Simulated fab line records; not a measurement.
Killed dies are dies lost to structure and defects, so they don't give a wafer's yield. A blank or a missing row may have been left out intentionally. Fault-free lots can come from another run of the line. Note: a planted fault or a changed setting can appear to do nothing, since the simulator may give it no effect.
Chamber matching :: flow nand_harc :: 4 sister chambers for NHARC_A_STAIRCASE_ETCH_292 on rie_diel-13
The step etches the open film in CF4/CHF3. 4 wafers are shown with their chamber, then 8 later ones without.

== WAFERS PAIRED WITH THEIR CHAMBERS ==
wafer: L085.1
chamber: 3
showerhead_plenum_p_Torr (Torr): 1.55

wafer: L085.2
chamber: 0
showerhead_plenum_p_Torr (Torr): 1.69

wafer: L085.3
chamber: 2
showerhead_plenum_p_Torr (Torr): 1.68

wafer: L089.1
chamber: 1
showerhead_plenum_p_Torr (Torr): 1.48

== WAFERS WITHOUT THEIR CHAMBER ==
wafer: L089.4
showerhead_plenum_p_Torr (Torr): 1.55

wafer: L089.6
showerhead_plenum_p_Torr (Torr): 1.68

wafer: L090.1
showerhead_plenum_p_Torr (Torr): 1.48

wafer: L090.3
showerhead_plenum_p_Torr (Torr): 1.55

wafer: L090.6
showerhead_plenum_p_Torr (Torr): 1.55

wafer: L095.1
showerhead_plenum_p_Torr (Torr): 1.67

wafer: L095.3
showerhead_plenum_p_Torr (Torr): 1.69

wafer: L095.6
showerhead_plenum_p_Torr (Torr): 1.67

== WHICH CHAMBER EACH ONE RAN IN ==
wafer: L089.4
from the rows above: 3
in truth: 3

wafer: L089.6
from the rows above: 2
in truth: 2

wafer: L090.1
from the rows above: 1
in truth: 1

wafer: L090.3
from the rows above: 3
in truth: 3

wafer: L090.6
from the rows above: 3
in truth: 3

wafer: L095.1
from the rows above: 2
in truth: 2

wafer: L095.3
from the rows above: 0
in truth: 0

wafer: L095.6
from the rows above: 2
in truth: 2
Correctly placed: 8 of 8. From these rows, 0 cannot be placed. 0 placed wrongly.
How it was worked out, from the rows above alone: a wafer's distance from a chamber is the root of the sum, over the readings, of the square of ((its reading less the chamber's mean) divided by the reading's scatter). If the next closest chamber is less than 2 further off than the closest, the wafer can't be placed; otherwise it belongs to the closest. The mean given for a chamber averages the wafers shown for that chamber. The scatter: root of mean squared gap, hidden wafer to nearest shown wafer, with one shown wafer a chamber.
